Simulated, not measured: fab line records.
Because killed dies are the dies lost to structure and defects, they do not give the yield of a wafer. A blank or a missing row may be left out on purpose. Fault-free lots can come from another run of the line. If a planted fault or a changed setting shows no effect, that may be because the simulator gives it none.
Chamber matching | flow nand-harc | NHARC_A_CHANNEL_FILL_D2_CMP_10 on cmp-01: 4 sister chambers
The step polishes, target thk 150 nm. 8 wafers are shown with their chamber, then 8 later ones without.

WAFERS, EACH WITH ITS CHAMBER
wafer  | chamber | motor-current-A (A) | time-to-endpoint-s (s)
L082.1 | 2       | 13.9                | 13.0
L082.2 | 1       | 11.6                | 14.0
L087.4 | 3       | 11.6                | 16.2
L087.5 | 0       | 13.6                | 14.1
L089.1 | 3       | 12.1                | 14.9
L089.2 | 2       | 13.6                | 12.6
L089.4 | 0       | 13.5                | 15.3
L092.2 | 1       | 11.8                | 14.3

WAFERS MISSING THEIR CHAMBER
wafer  | motor-current-A (A) | time-to-endpoint-s (s)
L092.3 | 13.9                | 10.7
L092.5 | 11.7                | 13.2
L096.2 | 13.4                | 15.5
L096.5 | 13.6                | 14.1
L096.6 | 11.4                | 17.4
L097.1 | 11.8                | 16.8
L097.2 | 14.4                | 11.9
L097.4 | 12.1                | 14.0

WHICH CHAMBER EACH WENT THROUGH
wafer  | from the rows above     | in truth
L092.3 | 2                       | 2
L092.5 | 1                       | 1
L096.2 | 0                       | 0
L096.5 | can't be placed: 0 or 2 | 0
L096.6 | can't be placed: 3 or 1 | 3
L097.1 | 3                       | 3
L097.2 | 2                       | 2
L097.4 | can't be placed: 1 or 3 | 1
Correct placement for 5 of the 8. Cannot be placed on the basis of these rows: 3; the candidates contain the true chamber in 3. 0 placed wrongly.
How it was worked out, from the rows above alone: a wafer's distance from a chamber is the root of the sum, over the readings, of the square of ((its reading less the chamber's mean) divided by the reading's scatter). The wafer belongs to the nearest chamber; if the next one is less than 2 further off, it can't be placed. A chamber's mean is the mean of its shown wafers. The scatter: the root of (the sum of the squares of (reading less its chamber's mean) over the shown wafers, divided by (wafers less chambers)).
